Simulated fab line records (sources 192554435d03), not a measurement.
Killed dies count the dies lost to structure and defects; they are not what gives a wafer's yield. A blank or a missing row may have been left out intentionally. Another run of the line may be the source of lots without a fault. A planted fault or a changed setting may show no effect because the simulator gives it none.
Lot-split experiment    flow n5 finfet    21 wafers read from 7 lots, route of 1938 steps

== ON THE SPLIT ==
At N5_SD_EPI_N_DESCUM_14 (chemistry O2, time 7.9 s), the setting time s was moved away from the recipe's 7.9 s on 10 of the 21 wafers read, by -20.8% to +18.9%. This setting was run at the recipe's value on the other wafers.

There is no step in the file separating the split from the reading.

== THE READING ==
CAR-ArF-block_of_SD_EPI_N_COAT_03.thk nm (the simulator's own value, which no gauge read), in nm, at N5_SD_EPI_N_ETCH_34 (etches SiARC in CF4, target depth 45.5 nm, time 75.8 s). The file gives no usual value for it. The 11 wafers here that ran the recipe average 111.2 nm, standard deviation 0.39 nm.

wafer   tool, chamber at the split  time s as run, s  against the recipe  CAR-ArF-block_of_SD_EPI_N_COAT_03.thk nm, nm  against lot-mates on the recipe
L075.1  rie diel-01, 1              7.9               recipe              111.6                                         -
L075.3  rie diel-01, 3              7.9               recipe              111.4                                         -
L075.4  rie diel-01, 0              7.295             -7.7%               111.6                                         +0.1
L076.1  rie diel-01, 2              9.394             +18.9%              109.6                                         -1.4
L076.2  rie diel-01, 1              7.9               recipe              111                                           -
L076.6  rie diel-01, 3              9.394             +18.9%              110.2                                         -0.8
L081.1  rie diel-03, 0              9.132             +15.6%              110.8                                         no lot-mate on the recipe
L081.3  rie diel-03, 3              9.132             +15.6%              110.8                                         no lot-mate on the recipe
L081.6  rie diel-03, 1              9.132             +15.6%              111.2                                         no lot-mate on the recipe
L083.1  rie diel-01, 3              7.9               recipe              111                                           -
L083.3  rie diel-01, 0              7.9               recipe              111                                           -
L083.4  rie diel-01, 2              7.9               recipe              111.2                                         -
L086.1  rie diel-04, 0              9.132             +15.6%              110.4                                         -1.1
L086.3  rie diel-04, 2              7.9               recipe              111.6                                         -
L086.5  rie diel-04, 2              7.9               recipe              111.4                                         -
L095.2  rie diel-01, 3              7.9               recipe              111.8                                         -
L095.5  rie diel-01, 2              8.947             +13.3%              111.4                                         -0.4
L095.6  rie diel-01, 1              8.947             +13.3%              111.2                                         -0.6
L096.2  rie diel-03, 1              7.9               recipe              110.4                                         -
L096.3  rie diel-03, 0              7.9               recipe              110.8                                         -
L096.6  rie diel-03, 1              6.255             -20.8%              111.8                                         +1.2

FIT RESULTS
A straight line over all 21 wafers: CAR-ArF-block_of_SD_EPI_N_COAT_03.thk nm changes by -0.0352 nm for each +1% of time s; r = -0.64; the points scatter about the line by 0.44 nm.
The same after taking each lot's own level away (the mean of its wafers on the recipe; 18 wafers): -0.0539 nm for each +1%; r = -0.94; scatter 0.2 nm.
Per that fit: largest time s move, reading shift of 1.1 nm.
From 110.60 to 111.80 nm: that is the span of the lots' own levels, equal to 3.1 times the standard deviation above.
So the lot-to-lot level blurs the effect unless lot-mates are compared.
Check: +1.05 nm against its lot-mates is what the line predicts for one of the wafers moved furthest among these (-20.8%) when that wafer is left out of the fit. Against them it came out at +1.2 nm.

== THE WHOLE CHAIN: every reading that the file lists as answering this split, in the file's order ==
step                   what it does                                            reading                                                                                    change (the file's fit)                 r (the file's)
N5_SD_EPI_N_DESCUM_14  chemistry O2, time 7.9 s                                CAR-ArF-block_of_SD_EPI_N_COAT_03.thk nm (the simulator's own value, which no gauge read)  -0.0556 nm for each +1% of the setting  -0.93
N5_SD_EPI_N_ETCH_34    etches SiARC in CF4, target depth 45.5 nm, time 75.8 s  CAR-ArF-block_of_SD_EPI_N_COAT_03.thk nm (the simulator's own value, which no gauge read)  -0.0554 nm for each +1% of the setting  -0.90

== THE FILE'S OWN FIT ==
CAR-ArF-block_of_SD_EPI_N_COAT_03.thk nm changes by -0.0554 nm for each +1% of time s, r = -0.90.
